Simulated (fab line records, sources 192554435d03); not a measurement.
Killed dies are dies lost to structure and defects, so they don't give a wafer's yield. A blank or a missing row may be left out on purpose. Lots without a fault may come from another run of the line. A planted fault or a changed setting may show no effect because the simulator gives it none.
fab line records | flow n5_finfet
record lots=23 wafers=69 last_day=18
route steps=1938 shown SDB@373 DUMMY_REMOVAL@377 HKMG_FIN@445
lots that met no fault: from a run of the same line without faults
start_h: hours from the record's first day to the start of the lot's first wafer shown | wait_h: hours since the lot's step before | " the same as in the row above | L1.1+2: a row that stands for several wafers | - no value, or no start given | * or withheld: withheld | < > ~ a bound
route shown NAME@n: a module of which the file shows steps, and the number in the route of the first | usual: mean/standard deviation of fault-free wafers | same: alike in all rows | chamber/n: place in a boat | sites: the reading at each site | _std_site: their standard deviation | _edge_site: outer sites' mean less inner sites' | radius_mm: how far each site lies from the wafer's centre | mask NAME#n: copy n | behind: the tool/chamber that last shaped the wafer | hold: why the lot was held/for how many hours/how that ended | device: the transistor (n, p or np) that didn't switch | end of line: the same wafers' tests at the end of the route | a step without rows: its recipe alone | killed: dies lost to structure and defects at the first sort, not the wafer's yield | map: a wafer's dies, x killed, . not, _ none there
set.NAME: the setting as run; set.NAME@STEP: as run at that earlier step | model.NAME: the simulator's own value behind a step, which no gauge read
steps of the route over a sample of lots; a table a step, a row a wafer
services: from which hour (start_h, from the record's first day; less than 0 if before it) a tool's chamber was out of use, for how many hours, and why
## steps
# step N5_SDB_ALD_29
# recipe material=SiNx target_thk_a=300 temp_c=400 ald_precursor_family=SiH2I2 ald_co_reactant=N2/H2-plasma pulse_time_s=1 ald_cycles=600 purge_time_s=2 co_reactant_purge_time_s=2 pressure_torr=2
# usual heater_power_w=845/100 precursor_pulse_height_rel=1.001/0.019
# columns lot.wafer tool chamber start_h wait_h heater_power_w precursor_pulse_height_rel
L074.2 ald_sin-04 0 66.59 0.0 968 1.015
L074.5 " 0 67.95 1.4 949 0.979
L074.6 " 3 " " 668 1.015
L075.3 ald_sin-02 1 71.19 0.0 665 0.980
L075.4 " 0 " " 858 0.989
L075.6 " 1 72.54 1.4 659 0.990
L076.1 ald_sin-01 1 77.96 0.0 762 0.998
L076.3 " 0 " " 813 0.991
L076.5 " 3 79.31 1.4 953 1.003
L077.1 ald_sin-02 1 84.78 0.0 685 1.017
L077.2 " 2 " " 863 1.024
L077.3 " 3 " " 939 0.997
L078.1 ald_sin-01 1 93.67 0.0 771 1.032
L078.5 " 1 95.03 1.4 757 0.998
L078.6 " 0 " " 851 0.975
L079.3 ald_sin-04 3 95.89 0.3 661 1.015
L079.5 " 0 97.24 1.6 955 1.018
L079.6 " 1 " " 759 1.000
L080.3 ald_sin-01 3 103.42 0.1 964 0.981
L080.4 " 0 " " 848 1.036
L080.6 " 0 104.77 1.5 832 0.981
L081.3 ald_sin-01 3 106.74 0.0 943 1.011
L081.4 " 1 " " 751 0.969
L081.5 " 2 108.09 1.4 987 1.013
L082.2 ald_sin-04 2 113.89 0.0 922 0.975
L082.3 " 0 " " 924 0.991
L082.6 " 1 115.25 1.4 778 1.017
L083.2 ald_sin-04 0 119.81 0.0 929 1.022
L083.5 " 3 121.16 1.4 666 0.965
L083.6 " 2 " " 889 0.989
L084.1 ald_sin-02 3 130.23 0.0 872 0.966
L084.3 " 2 " " 845 1.003
L084.5 " 1 131.58 1.4 688 0.989
L085.1 ald_sin-02 0 138.92 0.0 927 1.001
L085.3 " 1 " " 672 1.031
L085.4 " 3 " " 872 1.015
L086.2 ald_sin-02 0 148.45 0.0 906 0.998
L086.4 " 3 " " 871 0.996
L086.5 " 0 149.80 1.4 881 1.028
L087.1 ald_sin-02 0 165.87 0.0 895 1.016
L087.4 " 3 " " 872 1.024
L087.5 " 0 167.23 1.4 892 1.026
L088.2 ald_sin-04 2 167.15 1.0 877 1.016
L088.5 " 1 168.50 2.3 784 1.027
L088.6 " 0 " " 924 1.024
L089.1 ald_sin-01 2 168.11 0.1 963 0.985
L089.4 " 2 169.46 1.4 989 1.017
L089.6 " 3 " " 939 0.993
L090.2 ald_sin-01 0 171.80 0.0 838 1.004
L090.4 " 3 173.16 1.4 946 1.014
L090.5 " 0 " " 814 1.018
L091.2 ald_sin-04 3 173.03 0.0 686 0.960
L091.5 " 2 174.38 1.4 918 1.013
L091.6 " 1 " " 757 1.003
L093.1 ald_sin-02 0 184.14 0.5 884 1.011
L093.2 " 1 " " 669 1.008
L093.6 " 1 185.49 1.9 673 1.013
L094.1 ald_sin-04 3 186.75 0.1 674 0.999
L094.4 " 2 " " 881 0.991
L094.5 " 1 188.10 1.5 776 0.987
L095.1 ald_sin-04 3 193.83 0.0 680 0.979
L095.3 " 0 " " 926 0.984
L095.4 " 1 " " 765 1.018
L096.3 ald_sin-01 0 202.12 0.4 883 1.003
L096.4 " 2 " " 964 0.986
L096.6 " 3 203.48 1.8 917 0.991
L097.2 ald_sin-02 2 211.95 0.0 852 1.015
L097.3 " 1 " " 665 1.013
L097.5 " 2 213.30 1.4 860 0.997
# step N5_SDB_INSPECT_36
# recipe inspect_instrument=darkfield mode=post_cmp
# usual raw_defect_count=35/15
# columns lot.wafer tool chamber start_h wait_h raw_defect_count
L074.2 defect_inspect-02 - 69.65 0.0 48
L074.5 " - " " 24
L074.6 " - " " 48
L075.3 defect_inspect-02 - 74.24 0.0 46
L075.4 " - " " 28
L075.6 " - " " 51
L076.1 defect_inspect-02 - 81.01 0.0 42
L076.3 " - " " 46
L076.5 " - " " 31
L077.1 defect_inspect-02 - 87.83 0.0 25
L077.2 " - " " 44
L077.3 " - " " 24
L078.1 defect_inspect-01 - 96.73 0.0 57
L078.5 " - " " 67
L078.6 " - " " 28
L079.3 defect_inspect-01 - 98.94 0.0 48
L079.5 " - " " 50
L079.6 " - " " 49
L080.3 defect_inspect-01 - 106.62 0.0 32
L080.4 " - " " 25
L080.6 " - " " 25
L081.3 defect_inspect-01 - 109.79 0.0 22
L081.4 " - " " 21
L081.5 " - " " 30
L082.2 defect_inspect-02 - 117.06 0.0 26
L082.3 " - " " 37
L082.6 " - " " 44
L083.2 defect_inspect-02 - 122.86 0.0 87
L083.5 " - " " 22
L083.6 " - " " 68
L084.1 defect_inspect-01 - 133.28 0.0 15
L084.3 " - " " 34
L084.5 " - " " 32
L085.1 defect_inspect-01 - 141.99 0.0 58
L085.3 " - " " 43
L085.4 " - " " 28
L086.2 defect_inspect-02 - 151.71 0.0 27
L086.4 " - " " 17
L086.5 " - " " 22
L087.1 defect_inspect-01 - 168.93 0.0 32
L087.4 " - " " 36
L087.5 " - " " 31
L088.2 defect_inspect-01 - 170.20 0.0 25
L088.5 " - " " 35
L088.6 " - " " 22
L089.1 defect_inspect-01 - 171.16 0.0 37
L089.4 " - " " 40
L089.6 " - " " 24
L090.2 defect_inspect-01 - 174.86 0.0 24
L090.4 " - " " 42
L090.5 " - " " 45
L091.2 defect_inspect-02 - 176.08 0.0 40
L091.5 " - " " 53
L091.6 " - " " 21
L093.1 defect_inspect-02 - 187.19 0.0 10
L093.2 " - " " 13
L093.6 " - " " 12
L094.1 defect_inspect-01 - 189.80 0.0 36
L094.4 " - " " 57
L094.5 " - " " 23
L095.1 defect_inspect-02 - 196.88 0.0 35
L095.3 " - " " 34
L095.4 " - " " 27
L096.3 defect_inspect-01 - 205.18 0.0 17
L096.4 " - " " 16
L096.6 " - " " 15
L097.2 defect_inspect-02 - 215.00 0.0 54
L097.3 " - " " 28
L097.5 " - " " 33
# step N5_DUMMY_REMOVAL_HM_STRIP_01
# recipe chemistry=CH3F/O2 material=SiNx target_depth_a=40 stop_on=poly-Si time_s=6.8 over_etch_frac=0.3 ion_energy_ev=60 power_w=410 bias_w=29 Ar_flow_sccm=150 CH3F_flow_sccm=30 O2_flow_sccm=20
# usual chamber_pressure_mTorr=30.000/0.027 drypump_motor_current_A=5.7/0.43 oes_product_au=0.61/0.068 rf_vpp_V=127.4/0.95 showerhead_plenum_p_Torr=1.98/0.065 throttle_valve_pct=16.28/0.26
# columns lot.wafer tool chamber start_h wait_h chamber_pressure_mTorr drypump_motor_current_A oes_product_au rf_hours_counter_h rf_vpp_V showerhead_plenum_p_Torr throttle_valve_pct
L074.2 rie_diel-01 0 69.68 0.0 30.048 5.0 0.57 229 127.7 1.99 16.46
L074.5 " 0 " " 29.931 5.0 0.56 - 128.6 1.99 16.45
L074.6 " 1 " " 29.995 5.7 0.73 - 127.4 1.96 16.02
L075.3 rie_diel-03 0 74.28 0.0 29.966 6.0 0.57 205 127.6 1.97 16.08
L075.4 " 2 " " 30.029 5.0 0.57 229 128.0 2.04 16.30
L075.6 " 0 " " 29.983 6.0 0.57 - 126.6 1.97 16.09
L076.1 rie_diel-03 0 81.05 0.0 29.985 6.1 0.56 206 129.1 1.97 16.09
L076.3 " 2 " " 29.983 5.0 0.57 231 128.3 2.04 16.30
L076.5 " 3 " " 29.993 5.7 0.57 - 125.3 1.99 16.48
L077.1 rie_diel-03 3 87.86 0.0 29.984 5.7 0.56 208 128.7 1.99 16.47
L077.2 " 2 " " 30.019 5.0 0.56 233 127.1 2.04 16.30
L077.3 " 1 " " 30.007 6.3 0.58 211 127.4 2.07 16.69
L078.1 rie_diel-03 0 96.76 0.0 29.964 6.0 0.57 211 127.1 1.97 16.10
L078.5 " 0 " " 30.026 6.0 0.57 - 128.0 1.97 16.09
L078.6 " 3 " " 30.056 5.7 0.57 - 126.4 1.99 16.48
L079.3 rie_diel-04 0 98.98 0.0 30.019 5.8 0.57 216 127.9 1.97 16.54
L079.5 " 1 " " 29.992 5.6 0.63 - 126.6 1.84 16.05
L079.6 " 0 " " 30.033 5.8 0.58 - 127.9 1.97 16.52
L080.3 rie_diel-04 3 106.66 0.0 29.983 5.2 0.58 184 127.2 1.91 16.25
L080.4 " 2 " " 30.021 6.2 0.74 27 127.0 2.06 15.88
L080.6 " 2 " " 30.004 6.2 0.74 - 129.0 2.06 15.86
L081.3 rie_diel-01 1 109.99 0.2 29.964 5.8 0.71 52 125.8 1.96 16.04
L081.4 " 0 " " 29.962 5.0 0.56 240 127.4 1.99 16.47
L081.5 " 1 " " 29.963 5.7 0.71 - 126.6 1.96 16.03
L082.2 rie_diel-04 3 117.17 0.1 29.969 5.2 0.58 186 127.3 1.91 16.25
L082.3 " 2 " " 29.980 6.2 0.74 29 126.8 2.05 15.87
L082.6 " 0 " " 29.946 5.7 0.57 - 127.2 1.96 16.54
L083.2 rie_diel-04 0 122.90 0.0 30.029 5.8 0.58 225 127.0 1.96 16.53
L083.5 " 1 " " 29.984 5.7 0.63 - 126.9 1.84 16.07
L083.6 " 0 " " 29.987 5.8 0.57 - 130.0 1.96 16.53
L084.1 rie_diel-03 3 133.49 0.2 29.988 5.7 0.56 222 127.8 1.99 16.50
L084.3 " 0 " " 30.054 6.0 0.56 224 128.4 1.96 16.12
L084.5 " 2 " " 30.014 5.0 0.56 - 127.4 2.04 16.33
L085.1 rie_diel-03 2 142.02 0.0 29.995 5.0 0.55 250 128.5 2.03 16.33
L085.3 " 0 " " 30.011 6.0 0.56 226 127.0 1.96 16.13
L085.4 " 3 " " 30.018 5.7 0.56 224 128.5 1.99 16.48
L086.2 rie_diel-03 0 151.74 0.0 30.012 6.1 0.55 230 126.3 1.96 16.14
L086.4 " 1 " " 30.018 6.3 0.57 - 128.7 2.06 16.71
L086.5 " 0 " " 30.006 6.0 0.56 - 127.7 1.96 16.14
L087.1 rie_diel-03 0 168.96 0.0 30.044 6.0 0.57 236 126.6 1.96 16.15
L087.4 " 3 " " 30.011 5.7 0.56 235 128.3 1.98 16.52
L087.5 " 3 " " 29.971 5.7 0.55 - 126.1 1.98 16.53
L088.2 rie_diel-04 2 170.24 0.0 30.019 6.2 0.71 45 127.5 2.05 15.91
L088.5 " 2 " " 29.998 6.2 0.72 - 126.5 2.05 15.92
L088.6 " 3 " " 30.026 5.1 0.57 - 126.9 1.91 16.29
L089.1 rie_diel-03 2 171.19 0.0 29.955 5.0 0.78 2 129.2 2.03 15.88
L089.4 " 3 " " 30.007 5.7 0.55 235 126.8 1.98 16.52
L089.6 " 1 " " 29.976 6.3 0.56 - 128.4 2.06 16.75
L090.2 rie_diel-03 2 174.99 0.1 30.038 5.0 0.79 3 128.9 2.03 15.89
L090.4 " 0 " " 29.988 6.0 0.56 238 126.4 1.96 16.17
L090.5 " 3 " " 30.007 5.7 0.56 - 126.9 1.98 16.54
L091.2 rie_diel-03 1 176.11 0.0 30.015 6.3 0.57 240 127.6 2.06 16.74
L091.5 " 1 " " 30.001 6.3 0.56 - 127.7 2.06 16.74
L091.6 " 0 " " 30.021 6.0 0.55 - 127.8 1.96 16.17
L093.1 rie_diel-04 1 187.23 0.0 30.011 5.7 0.62 142 125.8 1.84 16.10
L093.2 " 3 " " 29.973 5.1 0.57 208 126.1 1.90 16.29
L093.6 " 1 " " 29.987 5.7 0.61 - 126.1 1.84 16.11
L094.1 rie_diel-04 3 189.83 0.0 30.030 5.2 0.57 208 127.6 1.90 16.28
L094.4 " 1 " " 30.017 5.7 0.61 142 127.0 1.84 16.11
L094.5 " 3 " " 30.017 5.2 0.57 - 126.2 1.90 16.30
L095.1 rie_diel-01 2 196.92 0.0 29.992 5.2 0.64 138 127.0 1.93 16.23
L095.3 " 3 " " 29.995 5.5 0.62 156 128.7 2.09 16.19
L095.4 " 0 " " 29.978 4.9 0.77 10 126.1 1.98 16.00
L096.3 rie_diel-03 1 205.26 0.1 30.016 6.3 0.56 248 129.0 2.05 16.75
L096.4 " 2 " " 29.957 5.0 0.76 11 127.1 2.03 15.88
L096.6 " 1 " " 30.002 6.3 0.56 - 127.1 2.05 16.74
L097.2 rie_diel-04 0 215.08 0.1 30.037 5.8 0.56 249 127.2 1.95 16.58
L097.3 " 3 " " 30.000 5.1 0.56 213 126.9 1.90 16.29
L097.5 " 2 " " 30.013 6.2 0.71 - 128.5 2.05 15.95
# step N5_HKMG_FIN_STRIP_89
# recipe chemistry=N2/H2 material=SOC time_s=20 power_w=500 temp_c=40 pressure_mtorr=50 rf_frequency_hz=6e+07 bias_power_w=8 h2_frac=0.5 n2_flow_sccm=300 h2_flow_sccm=300
# usual chamber_pressure_mTorr=49.99/0.048 drypump_motor_current_A=5.7/0.6 oes_product_au=0.78/0.091 power_w=500.0/1.4 rf_vpp_V=54.4/0.88 showerhead_plenum_p_Torr=3.39/0.12 throttle_valve_pct=18.8/0.38
# columns lot.wafer tool chamber start_h wait_h chamber_pressure_mTorr drypump_motor_current_A oes_product_au power_w rf_hours_counter_h rf_vpp_V showerhead_plenum_p_Torr throttle_valve_pct
L074.2 rie_diel-06 2 76.41 0.0 50.06 6.4 0.74 502.5 201 52.2 3.19 19.4
L074.5 " 1 " " 49.96 5.1 0.71 501.3 - 52.9 3.32 18.7
L074.6 " 0 " " 50.01 5.0 0.95 495.8 - 55.3 3.58 18.4
L075.3 rie_diel-02 2 80.79 0.0 50.04 5.4 0.94 502.2 8 55.3 3.57 18.3
L075.4 " 1 " " 50.01 6.0 0.74 499.3 182 55.9 3.48 19.2
L075.6 " 2 " " 49.95 5.4 0.94 501.9 - 55.0 3.57 18.3
L076.1 rie_diel-06 3 87.43 0.0 50.05 6.7 0.72 502.2 184 54.5 3.45 19.0
L076.3 " 1 " " 50.09 5.1 0.70 496.9 221 55.0 3.32 18.7
L076.5 " 2 " " 50.01 6.5 0.73 501.5 - 55.3 3.19 19.4
L077.1 rie_diel-02 0 94.42 0.0 50.07 5.7 0.89 500.9 39 54.0 3.28 18.2
L077.2 " 3 " " 50.05 5.8 0.84 500.8 80 55.1 3.40 18.9
L077.3 " 1 " " 49.98 6.0 0.73 500.1 186 53.4 3.48 19.2
L078.1 rie_diel-06 1 103.34 0.0 50.04 5.1 0.69 499.3 227 53.2 3.32 18.7
L078.5 " 0 " " 49.95 5.0 0.93 498.5 - 54.8 3.57 18.4
L078.6 " 1 " " 49.88 5.1 0.69 498.5 - 53.9 3.32 18.7
L079.3 rie_diel-06 2 105.56 0.0 49.89 6.5 0.73 499.3 212 54.0 3.18 19.4
L079.5 " 2 " " 50.04 6.5 0.73 499.1 - 54.1 3.18 19.4
L079.6 " 3 " " 50.04 6.7 0.71 500.9 - 53.1 3.45 19.0
L080.3 rie_diel-06 0 113.17 0.0 49.96 5.0 0.93 501.5 30 54.4 3.57 18.4
L080.4 " 3 " " 49.93 6.7 0.71 499.8 193 55.0 3.45 19.0
L080.6 " 3 " " 50.01 6.7 0.71 500.1 - 54.6 3.45 19.0
L081.3 rie_diel-02 1 116.59 0.0 49.93 6.0 0.72 501.4 193 54.1 3.47 19.2
L081.4 " 3 " " 50.02 5.8 0.82 499.0 88 54.1 3.40 19.0
L081.5 " 1 " " 49.92 6.0 0.72 500.8 - 54.8 3.47 19.3
L082.2 rie_diel-06 3 123.65 0.0 49.94 6.7 0.70 499.7 197 54.5 3.45 19.0
L082.3 " 0 " " 50.00 5.0 0.91 498.9 34 55.9 3.57 18.5
L082.6 " 0 " " 50.00 5.0 0.92 500.8 - 54.4 3.57 18.5
L083.2 rie_diel-06 2 129.28 0.0 50.08 6.5 0.71 501.3 221 53.5 3.18 19.4
L083.5 " 3 " " 49.96 6.6 0.70 499.2 - 55.8 3.44 19.0
L083.6 " 0 " " 50.07 5.0 0.91 499.9 - 53.3 3.57 18.5
L084.1 rie_diel-06 2 140.10 0.0 49.96 6.5 0.72 499.0 224 54.1 3.18 19.4
L084.3 " 3 " " 49.91 6.6 0.69 501.4 203 54.0 3.44 19.0
L084.5 " 0 " " 50.04 5.0 0.91 498.9 - 55.1 3.56 18.4
L085.1 rie_diel-06 3 148.44 0.0 50.04 6.6 0.69 499.9 206 53.8 3.44 19.0
L085.3 " 0 " " 50.05 5.0 0.90 502.3 43 54.6 3.56 18.4
L085.4 " 1 " " 50.08 5.1 0.68 500.8 243 55.0 3.31 18.8
L086.2 rie_diel-02 3 158.16 0.0 50.05 5.8 0.81 499.1 103 54.3 3.39 19.0
L086.4 " 1 " " 49.94 6.0 0.71 500.5 207 55.1 3.46 19.3
L086.5 " 0 " " 49.97 5.7 0.86 501.9 - 54.2 3.27 18.3
L087.1 rie_diel-06 1 175.37 0.0 50.03 5.1 0.68 499.2 251 53.9 3.30 18.8
L087.4 " 0 " " 50.03 5.0 0.88 499.5 - 55.0 3.56 18.5
L087.5 " 3 " " 49.97 6.6 0.70 498.8 - 53.4 3.44 19.0
L088.2 rie_diel-06 3 176.35 0.0 49.94 6.6 0.70 500.5 214 55.5 3.44 19.0
L088.5 " 3 " " 49.99 6.7 0.69 500.5 - 53.8 3.44 19.0
L088.6 " 0 " " 50.01 5.0 0.90 500.4 - 55.6 3.56 18.5
L089.1 rie_diel-02 1 177.41 0.0 49.96 6.0 0.70 498.9 213 55.6 3.46 19.3
L089.4 " 0 " " 50.00 5.7 0.84 499.2 66 53.6 3.26 18.3
L089.6 " 0 " " 49.97 5.7 0.85 499.7 - 52.2 3.26 18.3
L090.2 rie_diel-05 3 182.15 0.0 50.00 5.4 0.67 499.9 244 54.7 3.32 19.1
L090.4 " 2 " " 49.96 5.6 0.78 499.2 109 54.7 3.38 18.8
L090.5 " 2 " " 49.92 5.6 0.78 498.5 - 53.3 3.38 18.8
L091.2 rie_diel-05 3 182.53 0.0 49.98 5.4 0.67 498.1 244 54.7 3.32 19.1
L091.5 " 0 " " 49.95 5.3 0.79 501.1 - 54.7 3.26 19.1
L091.6 " 1 " " 50.02 4.9 0.93 499.2 - 53.4 3.29 18.2
L093.1 rie_diel-06 3 193.58 0.0 50.01 6.6 0.69 500.8 221 54.5 3.43 19.1
L093.2 " 1 " " 50.00 5.2 0.68 501.0 259 54.5 3.30 18.8
L093.6 " 3 " " 50.03 6.7 0.69 499.8 - 52.5 3.43 19.1
L094.1 rie_diel-05 0 196.62 0.0 49.94 5.3 0.78 501.0 108 55.0 3.25 19.1
L094.4 " 2 " " 50.05 5.6 0.78 497.8 113 54.7 3.38 18.8
L094.5 " 0 " " 50.01 5.3 0.79 501.6 - 54.3 3.25 19.1
L095.1 rie_diel-02 0 205.49 0.0 50.02 5.7 0.83 501.1 77 53.1 3.26 18.3
L095.3 " 1 " " 49.91 6.0 0.69 500.3 224 55.3 3.45 19.3
L095.4 " 3 " " 49.96 5.8 0.79 499.4 118 54.4 3.38 19.0
L096.3 rie_diel-05 2 213.03 0.0 50.01 5.6 0.77 501.2 124 54.4 3.37 18.8
L096.4 " 1 " " 49.98 4.9 0.90 502.0 - 53.7 3.28 18.2
L096.6 " 0 " " 50.02 5.2 0.78 499.6 - 55.0 3.25 19.1
L097.2 rie_diel-02 1 222.40 0.0 50.00 6.0 0.69 498.8 233 55.3 3.45 19.3
L097.3 " 3 " " 50.04 5.8 0.79 498.3 127 55.2 3.37 19.0
L097.5 " 1 " " 50.03 6.0 0.69 499.2 - 54.5 3.45 19.3
# step N5_HKMG_FIN_ALD_71
# recipe material=TiN target_thk_a=10 temp_c=400 ald_precursor_family=TiCl4 ald_co_reactant=NH3 pulse_time_s=1 purge_time_s=3 co_reactant_purge_time_s=2 co_reactant_pulse_time_s=2 ald_cycles=47 pressure_torr=3
# usual heater_power_w=870/88 precursor_pulse_height_rel=0.997/0.018
# columns lot.wafer tool chamber start_h wait_h heater_power_w precursor_pulse_height_rel
L074.2 ald_metal-04 0 77.08 0.0 1017 0.986
L074.5 " 3 " " 783 1.015
L074.6 " 0 " " 1037 1.003
L075.3 ald_metal-03 2 81.46 0.0 827 0.976
L075.4 " 0 " " 868 1.027
L075.6 " 2 " " 815 0.998
L076.1 ald_metal-04 1 88.11 0.0 794 0.961
L076.3 " 3 " " 780 1.018
L076.5 " 2 " " 886 0.983
L077.1 ald_metal-04 2 95.10 0.0 894 0.972
L077.2 " 0 " " 1029 0.974
L077.3 " 1 " " 814 0.997
L078.1 ald_metal-03 2 104.01 0.0 848 0.992
L078.5 " 1 " " 846 1.010
L078.6 " 0 " " 851 0.989
L079.3 ald_metal-03 3 106.24 0.0 957 1.010
L079.5 " 0 " " 836 0.996
L079.6 " 3 " " 944 1.022
L080.3 ald_metal-02 0 113.84 0.0 1004 0.992
L080.4 " 3 " " 857 1.042
L080.6 " 0 " " 966 0.988
L081.3 ald_metal-04 0 117.27 0.0 1013 1.020
L081.4 " 2 " " 892 0.980
L081.5 " 1 " " 787 1.000
L082.2 ald_metal-02 0 124.33 0.0 977 1.012
L082.3 " 3 " " 856 0.975
L082.6 " 2 " " 940 1.011
L083.2 ald_metal-02 3 129.95 0.0 871 0.957
L083.5 " 0 " " 969 0.990
L083.6 " 1 " " 731 1.009
L084.1 ald_metal-04 3 140.98 0.0 770 0.998
L084.3 " 1 " " 796 0.959
L084.5 " 2 " " 877 0.988
L085.1 ald_metal-03 3 149.11 0.0 957 1.012
L085.3 " 0 " " 863 0.992
L085.4 " 1 " " 853 1.017
L086.2 ald_metal-04 1 158.83 0.0 784 0.972
L086.4 " 1 " " 807 1.013
L086.5 " 2 " " 897 1.030
L087.1 ald_metal-03 1 176.04 0.0 852 1.020
L087.4 " 3 " " 960 0.977
L087.5 " 0 " " 859 1.007
L088.2 ald_metal-02 0 177.04 0.0 972 1.001
L088.5 " 2 " " 936 1.005
L088.6 " 1 " " 743 0.988
L089.1 ald_metal-04 1 178.08 0.0 790 1.034
L089.4 " 1 " " 770 1.001
L089.6 " 3 " " 793 1.018
L090.2 ald_metal-04 3 182.83 0.0 774 1.006
L090.4 " 0 " " 1042 0.983
L090.5 " 3 " " 781 0.990
L091.2 ald_metal-02 2 183.20 0.0 918 0.995
L091.5 " 1 " " 718 1.008
L091.6 " 2 " " 901 0.994
L093.1 ald_metal-03 3 194.25 0.0 964 0.993
L093.2 " 1 " " 879 1.007
L093.6 " 3 " " 966 0.999
L094.1 ald_metal-04 2 197.30 0.0 911 1.016
L094.4 " 0 " " 1036 1.025
L094.5 " 0 " " 1028 0.982
L095.1 ald_metal-03 2 206.16 0.0 843 1.005
L095.3 " 1 " " 861 0.965
L095.4 " 0 " " 847 1.011
L096.3 ald_metal-03 0 213.71 0.0 833 0.988
L096.4 " 1 " " 862 1.014
L096.6 " 3 " " 966 0.954
L097.2 ald_metal-04 0 223.08 0.0 1057 1.023
L097.3 " 1 " " 788 1.001
L097.5 " 3 " " 783 0.989
# step N5_HKMG_FIN_ETCHBACK_68
# recipe chemistry=Cl2/Ar stop_on=HfO2 target_depth_a=5 pressure_mtorr=10 icp_w=600 bias_w=60 Cl2_flow_sccm=40 Ar_flow_sccm=60
# usual chamber_pressure_mTorr=9.999/0.0092 drypump_motor_current_A=5.7/0.73 oes_product_au=0.72/0.11 throttle_valve_pct=20.73/0.22
# columns lot.wafer tool chamber start_h wait_h chamber_pressure_mTorr drypump_motor_current_A oes_product_au rf_hours_counter_h throttle_valve_pct
L074.2 rie_metal-01 1 77.64 0.0 9.995 6.5 0.81 31 21.00
L074.5 " 0 " " 9.995 5.1 0.63 - 21.19
L074.6 " 1 " " 10.020 6.5 0.81 - 21.01
L075.3 rie_metal-03 0 82.15 0.1 9.980 5.0 0.64 - 20.52
L075.4 " 1 " " 10.003 6.8 0.80 - 20.74
L075.6 " 0 " " 9.988 5.1 0.64 - 20.53
L076.1 rie_metal-02 0 88.68 0.0 9.998 5.5 0.61 119 20.79
L076.3 " 1 " " 9.994 5.2 0.58 - 20.98
L076.5 " 1 " " 9.998 5.2 0.58 - 20.99
L077.1 rie_metal-01 0 95.66 0.0 10.010 5.1 0.63 114 21.19
L077.2 " 1 " " 9.994 6.5 0.81 33 21.03
L077.3 " 0 " " 10.001 5.1 0.63 - 21.21
L078.1 rie_metal-02 0 104.60 0.0 9.997 5.5 0.61 121 20.80
L078.5 " 0 " " 10.014 5.5 0.61 - 20.80
L078.6 " 0 " " 9.999 5.5 0.61 - 20.80
L079.3 rie_metal-03 1 106.83 0.1 9.987 6.7 0.77 - 20.77
L079.5 " 0 " " 9.986 5.1 0.65 - 20.52
L079.6 " 1 " " 10.002 6.8 0.64 - 20.94
L080.3 rie_metal-03 1 114.44 0.1 9.981 6.7 0.80 - 20.74
L080.4 " 0 " " 9.999 5.0 0.64 - 20.54
L080.6 " 1 " " 10.000 6.8 0.80 - 20.77
L081.3 rie_metal-03 1 117.87 0.1 9.993 6.7 0.79 - 20.74
L081.4 " 0 " " 10.001 5.0 0.64 - 20.53
L081.5 " 1 " " 9.997 6.8 0.79 - 20.75
L082.2 rie_metal-03 0 124.89 0.0 9.992 5.1 0.64 106 20.54
L082.3 " 1 " " 9.998 6.7 0.79 - 20.75
L082.6 " 0 " " 9.999 5.1 0.64 - 20.53
L083.2 rie_metal-03 1 130.63 0.0 10.004 6.8 0.79 39 20.77
L083.5 " 1 " " 9.997 6.7 0.79 - 20.76
L083.6 " 0 " " 10.008 5.0 0.64 - 20.52
L084.1 rie_metal-03 1 141.71 0.0 9.990 6.7 0.79 40 20.74
L084.3 " 0 " " 9.993 5.0 0.64 - 20.56
L084.5 " 0 " " 10.010 5.0 0.64 - 20.52
L085.1 rie_metal-03 0 149.67 0.0 10.001 5.1 0.64 109 20.54
L085.3 " 1 " " 9.995 6.8 0.72 - 20.85
L085.4 " 0 " " 10.000 5.0 0.64 - 20.54
L086.2 rie_metal-01 1 159.46 0.0 9.994 6.5 0.78 40 21.05
L086.4 " 1 " " 9.993 6.5 0.78 - 21.03
L086.5 " 1 " " 9.988 6.5 0.78 - 21.03
L087.1 rie_metal-02 1 176.60 0.0 10.012 5.2 0.93 5 20.47
L087.4 " 0 " " 10.018 5.5 0.60 - 20.81
L087.5 " 0 " " 9.975 5.5 0.60 - 20.82
L088.2 rie_metal-01 0 177.60 0.0 9.999 5.1 0.62 122 21.21
L088.5 " 1 " " 9.997 6.6 0.79 - 21.00
L088.6 " 0 " " 9.994 5.1 0.62 - 21.20
L089.1 rie_metal-02 0 178.73 0.0 10.005 5.5 0.60 127 20.80
L089.4 " 0 " " 10.008 5.5 0.60 - 20.82
L089.6 " 1 " " 10.004 5.2 0.92 - 20.46
L090.2 rie_metal-03 1 183.38 0.0 10.000 6.8 0.78 43 20.73
L090.4 " 1 " " 9.995 6.8 0.78 - 20.74
L090.5 " 0 " " 10.000 5.1 0.62 - 20.55
L091.2 rie_metal-02 1 183.76 0.0 9.992 5.2 0.92 5 20.46
L091.5 " 1 " " 9.993 5.2 0.92 - 20.46
L091.6 " 0 " " 10.004 5.5 0.60 - 20.82
L093.1 rie_metal-03 1 194.81 0.0 9.990 6.7 0.77 45 20.75
L093.2 " 0 " " 9.991 5.0 0.63 114 20.56
L093.6 " 0 " " 10.006 5.1 0.64 - 20.53
L094.1 rie_metal-03 1 197.95 0.0 9.999 6.8 0.78 45 20.75
L094.4 " 0 " " 10.017 5.1 0.63 - 20.56
L094.5 " 0 " " 9.992 5.0 0.60 - 20.62
L095.1 rie_metal-03 1 206.84 0.0 10.004 6.7 0.77 46 20.76
L095.3 " 0 " " 9.991 5.0 0.63 - 20.57
L095.4 " 1 " " 9.999 6.7 0.77 - 20.77
L096.3 rie_metal-02 1 214.38 0.1 9.991 5.2 0.91 - 20.47
L096.4 " 1 " " 10.020 5.2 0.92 - 20.48
L096.6 " 1 " " 10.001 5.2 0.91 - 20.49
L097.2 rie_metal-02 1 223.72 0.1 10.014 5.2 0.90 - 20.47
L097.3 " 1 " " 10.003 5.2 0.90 - 20.48
L097.5 " 1 " " 10.004 5.2 0.90 - 20.49
## services
# columns tool chamber start_h hours kind
ald_sin-04 1 47.91 8.5 repair
ald_metal-04 - 70.52 2.8 pm
rie_diel-06 0 79.05 8.7 repair
ald_metal-04 - 80.09 1.7 repair
ald_metal-03 - 84.32 6.0 pm
rie_diel-02 1 87.10 2.7 repair
ald_sin-02 - 87.48 14.0 pm
rie_diel-04 0 90.90 7.5 repair
ald_sin-02 - 101.48 2.8 pm
rie_diel-02 0 122.41 2.5 repair
ald_sin-04 1 126.36 4.3 repair
ald_metal-04 0 133.45 46.5 repair
rie_diel-04 1 136.39 8.7 repair
ald_metal-04 - 149.32 0.6 repair
rie_metal-03 - 150.55 2.5 repair
rie_diel-02 0 151.41 1.6 repair
ald_sin-01 0 155.73 9.2 repair
ald_sin-01 1 159.89 16.0 repair
rie_metal-03 1 166.83 4.3 repair
rie_diel-06 2 168.37 33.9 repair
ald_sin-01 - 176.75 14.0 pm
rie_diel-06 - 195.13 28.1 pm
rie_diel-04 3 198.65 1.7 repair
ald_sin-04 - 206.12 6.1 pm
## key
fault none
